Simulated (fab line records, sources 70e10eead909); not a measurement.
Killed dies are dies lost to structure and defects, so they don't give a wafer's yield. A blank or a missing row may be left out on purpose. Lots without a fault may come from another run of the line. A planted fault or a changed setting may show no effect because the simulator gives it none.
Chamber matching | flow nand_harc | NHARC_A_BONDPAD_ETCH_34 on rie_diel-02: 4 sister chambers
The step etches the open film in N2/H2, target depth 60 nm, overetch 18 nm, time 65.91 s. 8 wafers are shown with their chamber, then 9 later ones without.

WAFERS WITH THEIR CHAMBER
wafer  | chamber | rf_vpp_V (V) | oes_product_au (a.u.)
L963.6 | 1       | 427.9        | 1.031
L966.2 | 3       | 434.9        | 0.987
L966.5 | 3       | 434.2        | 0.989
L973.1 | 0       | 433.0        | 0.979
L973.5 | 2       | 428.9        | 1.006
L976.1 | 2       | 428.8        | 1.004
L976.2 | 0       | 432.1        | 0.972
L976.3 | 1       | 428.0        | 1.018

WAFERS WITHOUT THEIR CHAMBER
wafer  | rf_vpp_V (V) | oes_product_au (a.u.)
L974.2 | 434.2        | 0.992
L974.3 | 429.5        | 0.996
L974.6 | 433.3        | 0.998
L975.1 | 428.0        | 0.997
L975.3 | 433.5        | 0.984
L975.4 | 433.3        | 0.980
L985.1 | 427.4        | 0.992
L985.4 | 431.6        | 0.979
L985.6 | 434.9        | 0.986

WHICH CHAMBER EACH WENT THROUGH
wafer  | from the rows above     | in truth
L974.2 | 3                       | 3
L974.3 | 2                       | 2
L974.6 | can't be placed: 3 or 0 | 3
L975.1 | 2                       | 2
L975.3 | can't be placed: 3 or 0 | 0
L975.4 | can't be placed: 0 or 3 | 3
L985.1 | can't be placed: 2 or 1 | 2
L985.4 | 0                       | 0
L985.6 | 3                       | 3
Placed correctly: 5 of 9. Can't be placed from these rows: 4 (the true chamber is among the candidates in 4). Placed wrongly: 0.
How it was worked out, from the rows above alone: a wafer's distance from a chamber is the root of the sum, over the readings, of the square of ((its reading less the chamber's mean) divided by the reading's scatter). The wafer belongs to the nearest chamber; if the next one is less than 2 further off, it can't be placed. A chamber's mean is the mean of its shown wafers. The scatter: the root of (the sum of the squares of (reading less its chamber's mean) over the shown wafers, divided by (wafers less chambers)).
